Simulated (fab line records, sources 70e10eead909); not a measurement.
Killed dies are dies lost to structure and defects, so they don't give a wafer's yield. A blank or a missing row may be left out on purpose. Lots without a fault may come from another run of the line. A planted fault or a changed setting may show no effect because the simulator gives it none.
Chamber matching | flow nand_harc | NHARC_P_CONTACT_CMP_24 on cmp-03: 4 sister chambers
The step polishes, t overpolish 30 s, target thk 200 nm. 18 wafers are shown with their chamber, then 9 later ones without.

WAFERS WITH THEIR CHAMBER
wafer  | chamber | motor_current_A (A) | time_to_endpoint_s (s) | overpolish_run_s (s)
L077.1 | 0       | 11.8                | 40.9                   | 29.997
L077.5 | 1       | 11.4                | 42.1                   | 30.010
L077.6 | 0       | 12.0                | 39.5                   | 30.024
L076.2 | 0       | 11.5                | 38.9                   | 29.993
L076.3 | 2       | 10.7                | 45.1                   | 30.008
L076.6 | 2       | 11.3                | 40.8                   | 29.992
L076.1 | 3       | 10.8                | 40.6                   | 30.018
L076.4 | 1       | 11.2                | 41.2                   | 30.003
L076.5 | 3       | 10.8                | 40.1                   | 30.011
L078.3 | 0       | 11.7                | 42.3                   | 30.013
L078.5 | 0       | 11.9                | 41.6                   | 29.998
L078.6 | 3       | 11.5                | 41.7                   | 30.010
L079.1 | 1       | 11.2                | 44.3                   | 29.998
L079.2 | 0       | 12.6                | 41.4                   | 29.996
L079.6 | 0       | 12.3                | 39.0                   | 30.006
L080.3 | 2       | 10.7                | 38.4                   | 30.010
L080.5 | 2       | 10.5                | 40.1                   | 29.977
L080.6 | 3       | 11.4                | 38.2                   | 29.997

SIGNATURES (means of the wafers above)
reading            | chamber 0 | chamber 1 | chamber 2 | chamber 3 | scatter within a chamber
motor_current_A    | 11.971    | 11.267    | 10.800    | 11.125    | 0.343
time_to_endpoint_s | 40.514    | 42.533    | 41.100    | 40.150    | 1.83
overpolish_run_s   | 30.00386  | 30.00367  | 29.99675  | 30.00900  | 0.0113
Rule: a wafer's distance from a chamber is the root of the sum, over the readings, of the square of ((its reading less the chamber's mean) divided by the reading's scatter). The wafer belongs to the nearest chamber; if the next one is less than 2 further off, it can't be placed. The scatter: the root of (the sum of the squares of (reading less its chamber's mean) over the shown wafers, divided by (wafers less chambers)).

WAFERS WITHOUT THEIR CHAMBER
wafer  | motor_current_A (A) | time_to_endpoint_s (s) | overpolish_run_s (s)
L084.3 | 10.8                | 43.4                   | 29.993
L084.4 | 12.1                | 37.7                   | 30.004
L084.6 | 11.1                | 39.1                   | 29.979
L086.1 | 12.8                | 40.8                   | 29.999
L086.2 | 11.8                | 45.3                   | 29.998
L086.4 | 10.8                | 43.4                   | 30.001
L087.1 | 10.9                | 40.2                   | 29.981
L087.5 | 10.6                | 37.4                   | 30.006
L087.6 | 10.3                | 43.9                   | 30.011

WHICH CHAMBER EACH WENT THROUGH
wafer  | from the rows above               | in truth
L084.3 | can't be placed: 2 or 1 or 3      | 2
L084.4 | can't be placed: 0 or 3           | 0
L084.6 | can't be placed: 2 or 3 or 1 or 0 | 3
L086.1 | 0                                 | 0
L086.2 | can't be placed: 1 or 0 or 3 or 2 | 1
L086.4 | can't be placed: 2 or 1 or 3      | 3
L087.1 | can't be placed: 2 or 3 or 1      | 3
L087.5 | can't be placed: 3 or 2 or 1      | 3
L087.6 | can't be placed: 2 or 1 or 3      | 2
Placed correctly: 1 of 9. Can't be placed from these rows: 8 (the true chamber is among the candidates in 8). Placed wrongly: 0.
